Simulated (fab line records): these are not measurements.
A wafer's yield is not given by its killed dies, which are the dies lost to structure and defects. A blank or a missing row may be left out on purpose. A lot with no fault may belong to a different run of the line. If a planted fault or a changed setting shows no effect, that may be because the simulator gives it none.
Chamber matching    flow n5Finfet    N5_MOL_CONTACT_COAG_ALD_133 on aldSin-02: 4 sister chambers
The step deposits SiO2, target thk 5 nm, pulse time 1 s, co reactant pulse time 1 s. 20 wafers are shown with their chamber, then 10 later ones without.

WAFERS PAIRED WITH THEIR CHAMBERS
wafer   chamber  heaterPowerW (W)  precursorPulseHeightRel
L074.1  2        69                1.016
L074.2  1        67                1.014
L074.3  3        69                1.009
L077.1  1        65                0.988
L077.2  0        89                1.030
L077.5  3        69                1.022
L078.2  0        86                1.008
L078.4  2        67                1.005
L078.6  1        66                1.011
L079.1  1        65                0.990
L079.2  3        68                0.972
L079.4  2        68                1.009
L081.1  3        69                0.990
L081.3  2        69                0.977
L081.6  2        69                0.994
L083.3  2        68                1.011
L083.4  0        91                0.978
L083.5  3        70                1.013
L086.2  3        69                0.976
L086.3  0        90                1.012

SIGNATURES (averages over the wafers above)
reading                  chamber 0  chamber 1  chamber 2  chamber 3  scatter within a chamber
heaterPowerW             89.00      65.75      68.33      69.00      1.17
precursorPulseHeightRel  1.00700    1.00075    1.00200    0.99700    0.0179
Rule: for each reading, subtract the chamber's mean from the wafer's reading, divide by that reading's scatter and square the result; add these up over the readings and take the root, which gives the wafer's distance from the chamber. The wafer belongs to the nearest chamber; if the next one is less than 2 further off, it can't be placed. The scatter is the square root of a quotient: the sum, over the shown wafers, of each reading's squared deviation from its chamber's mean, divided by wafers minus chambers.

WAFERS WHOSE CHAMBER IS MISSING
wafer   heaterPowerW (W)  precursorPulseHeightRel
L086.4  66                1.028
L087.4  68                1.014
L087.5  69                1.019
L087.6  64                0.983
L088.2  65                0.973
L088.4  70                0.980
L088.6  69                1.013
L097.3  65                0.982
L097.4  65                1.018
L097.6  89                1.017

WHICH CHAMBER EACH ONE RAN IN
wafer   from the rows above           in truth
L086.4  can't be placed: 1 or 2 or 3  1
L087.4  can't be placed: 2 or 3 or 1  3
L087.5  can't be placed: 2 or 3 or 1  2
L087.6  1                             1
L088.2  can't be placed: 1 or 2 or 3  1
L088.4  can't be placed: 3 or 2       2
L088.6  can't be placed: 2 or 3       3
L097.3  can't be placed: 1 or 2       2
L097.4  can't be placed: 1 or 2       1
L097.6  0                             0
Correctly placed: 2 of 10. Cannot be placed on the basis of these rows: 8; the candidates contain the true chamber in 8. Wrongly placed: 0.
